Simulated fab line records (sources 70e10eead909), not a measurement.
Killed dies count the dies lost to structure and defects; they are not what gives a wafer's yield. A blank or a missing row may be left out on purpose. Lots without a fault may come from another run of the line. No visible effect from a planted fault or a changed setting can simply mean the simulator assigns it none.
Which tool was responsible?	flow nandHarc	12 lots, 36 wafers sampled, at 6 steps of a route of 1302

## WHAT THE GAUGES SHOWED, per wafer
NHARC_P_GATE_CD_MEAS_59 targets a cd of 720 nm.
lot	measured	on	cdNm (nm)
L167	day 5 11:50	cdSem-01	721.4 721.3 721.9
L169	day 6 20:35	cdSem-01	722.0 720.6 720.6
L171	day 7 09:40	cdSem-01	720.1 720.5 721.1
L173	day 7 23:52	cdSem-03	721.7 721.4 723.1
L176	day 9 07:23	cdSem-02	719.8 720.9 721.1
L183	day 12 16:16	cdSem-01	720.9 720.6 720.9
L184	day 12 18:16	cdSem-03	717.8 719.1 718.3
L185	day 13 01:02	cdSem-01	722.7 721.8 721.4
L186	day 13 13:21	cdSem-02	721.7 721.5 722.0
L187	day 13 18:11	cdSem-01	722.0 722.2 722.0
L188	day 14 17:55	cdSem-01	721.0 720.8 721.2
L190	day 15 01:04	cdSem-02	724.3 722.3 722.5

NHARC_P_GATE_CD_MEAS_91 targets a cd of 2000 nm.
lot	measured	on	cdNm (nm)
L167	day 5 13:33	cdSem-01	1999.8 2001.0 2001.5
L169	day 6 22:17	cdSem-03	1998.8 2000.5 1999.8
L171	day 7 11:22	cdSem-03	2000.7 2000.7 2000.7
L173	day 8 01:34	cdSem-03	- - -
L176	day 9 09:06	cdSem-03	2001.2 2000.5 2001.2
L183	day 12 17:58	cdSem-01	1999.3 1999.7 1999.3
L184	day 12 19:58	cdSem-03	1997.3 1998.5 1997.7
L185	day 13 02:46	cdSem-03	1998.1 1998.5 1997.5
L186	day 13 15:04	cdSem-03	1997.4 1997.8 1999.3
L187	day 13 19:46	cdSem-03	2000.0 2000.5 1999.2
L188	day 14 19:37	cdSem-02	2002.0 2004.2 2001.8
L190	day 15 02:48	cdSem-03	1999.5 1999.5 2000.0

NHARC_END_SORT_01.
lot	measured	on	killedAtArray	killedAtOther	killedAtPeriphery	killedDies	killedOpen	killedShort
L173	day 27 03:11	prober-02	36 28 31	1 2 2	640 647 644	677 677 677	7 1 3	4 5 4

## EACH LOT AND THE TOOL THAT RAN IT (in order: tool; ch and the chambers of the sampled wafers; start)
lot	NHARC_P_GATE_STRIP_76	NHARC_P_GATE_EXPOSE_88	NHARC_P_GATE_DESCUM_93
L167	plasmaAsher-02 ch 0,1, day 5 12:38	krfScanner-04 ch 0, day 5 13:24	rieDiel-02 ch 1,2, day 5 13:44
L169	plasmaAsher-01 ch 1, day 6 21:23	krfScanner-04 ch 0, day 6 22:08	rieDiel-05 ch 1,3, day 6 22:28
L171	plasmaAsher-01 ch 0,1, day 7 10:27	krfScanner-01 ch 0, day 7 11:13	rieDiel-05 ch 0,1,3, day 7 11:33
L173	plasmaAsher-01 ch 0,1, day 8 00:40	krfScanner-04 ch 0, day 8 01:25	rieDiel-02 ch 0,1, day 8 01:44
L176	plasmaAsher-01 ch 0,1, day 9 08:11	krfScanner-04 ch 0, day 9 08:56	rieDiel-05 ch 0,2, day 9 09:16
L183	plasmaAsher-02 ch 0,1, day 12 17:04	krfScanner-01 ch 0, day 12 17:49	rieDiel-05 ch 2,3, day 12 18:07
L184	plasmaAsher-01 ch 0,1, day 12 19:04	krfScanner-03 ch 0, day 12 19:49	rieDiel-02 ch 0,2, day 12 20:08
L185	plasmaAsher-02 ch 0,1, day 13 01:51	krfScanner-01 ch 0, day 13 02:36	rieDiel-02 ch 0,3, day 13 02:56
L186	plasmaAsher-01 ch 0,1, day 13 14:09	krfScanner-04 ch 0, day 13 14:55	rieDiel-02 ch 1,2, day 13 15:14
L187	plasmaAsher-02 ch 0,1, day 13 18:58	krfScanner-04 ch 0, day 13 19:37	rieDiel-05 ch 0,1,2, day 13 19:56
L188	plasmaAsher-01 ch 0,1, day 14 18:44	krfScanner-03 ch 0, day 14 19:28	rieDiel-06 ch 0,2,3, day 14 19:49
L190	plasmaAsher-01 ch 0,1, day 15 01:53	krfScanner-04 ch 0, day 15 02:38	rieDiel-06 ch 0,1,2, day 15 02:58
- NHARC_P_GATE_STRIP_76: strips in O2.
- NHARC_P_GATE_EXPOSE_88: exposes mask P HVN, target cd 2000 nm.
- NHARC_P_GATE_DESCUM_93: chemistry O2, time 3 s.

## AS READ BY THE TOOLS THEMSELVES (means over the sampled wafers that have a number; for cases with no such wafer, the mark the record gives instead)
NHARC_P_GATE_STRIP_76.
lot	tool	drypumpMotorCurrentA (A)	heaterPowerW (W)
L167	plasmaAsher-02	5.2	321
L169	plasmaAsher-01	5.4	312
L171	plasmaAsher-01	5.6	316
L173	plasmaAsher-01	5.9	318
L176	plasmaAsher-01	5.9	321
L183	plasmaAsher-02	5.4	323
L184	plasmaAsher-01	5.9	320
L185	plasmaAsher-02	5.3	326
L186	plasmaAsher-01	5.9	321
L187	plasmaAsher-02	5.2	317
L188	plasmaAsher-01	5.6	318
L190	plasmaAsher-01	5.9	323

NHARC_P_GATE_EXPOSE_88.
lot	tool	reticleTempC (C)
L167	krfScanner-04	23.11
L169	krfScanner-04	23.00
L171	krfScanner-01	23.06
L173	krfScanner-04	23.29
L176	krfScanner-04	22.95
L183	krfScanner-01	22.99
L184	krfScanner-03	22.90
L185	krfScanner-01	22.91
L186	krfScanner-04	22.96
L187	krfScanner-04	22.93
L188	krfScanner-03	23.04
L190	krfScanner-04	22.95

NHARC_P_GATE_DESCUM_93.
lot	tool	drypumpMotorCurrentA (A)	oesProductAu (a.u.)	rfVppV (V)	showerheadPlenumPTorr (Torr)	throttleValvePct (%)
L167	rieDiel-02	6.2	1.001	57.3	1.91	11.310
L169	rieDiel-05	6.3	1.001	58.4	1.87	11.301
L171	rieDiel-05	5.7	1.005	57.2	1.86	11.318
L173	rieDiel-02	5.6	0.994	57.9	1.91	11.316
L176	rieDiel-05	5.4	1.000	57.7	1.93	11.308
L183	rieDiel-05	6.2	1.001	58.1	1.90	11.304
L184	rieDiel-02	6.0	1.001	58.1	1.99	11.313
L185	rieDiel-02	5.7	0.991	58.2	2.02	11.313
L186	rieDiel-02	6.2	1.008	57.4	1.91	11.318
L187	rieDiel-05	5.4	1.005	57.7	1.89	11.314
L188	rieDiel-06	6.3	0.995	57.2	1.86	11.318
L190	rieDiel-06	6.1	1.000	58.6	1.91	11.302

## THE ANSWER, worked out from the rows above alone
Rule: what is usual is taken from the lots themselves. Put in order of their means at a reading, lots are off if they are a third of the lots or fewer, leave a main group of 4 or more, and stand apart from it by a gap of 3 or more times the standard deviation of the main group's means; of several such gaps the widest counts. If all means in a main group match to the digits the tables above print for the reading, that group is not used. Also off: a lot with no number at a reading for which 4 or more lots have one. The other lots that the step has rows for count as sound. First the gauges in route order, then the tools' own readings, where a lot's mean is used as printed above. The first step at which some lot is off is used, and at that step the reading that is off furthest; a lot without a number counts as furthest.
Off: L173, at NHARC_P_GATE_CD_MEAS_91 (cdNm). Without a number there: L173. The main group: mean 1999.8 nm, standard deviation 1.4.
A tool fits if, at a process step before that reading, it ran every lot that is off, and no sound lot after the first of them. The gauges at NHARC_P_GATE_CD_MEAS_91 are tried like those tools. None of those tried fits.

## WHAT THE SIMULATOR PUT IN
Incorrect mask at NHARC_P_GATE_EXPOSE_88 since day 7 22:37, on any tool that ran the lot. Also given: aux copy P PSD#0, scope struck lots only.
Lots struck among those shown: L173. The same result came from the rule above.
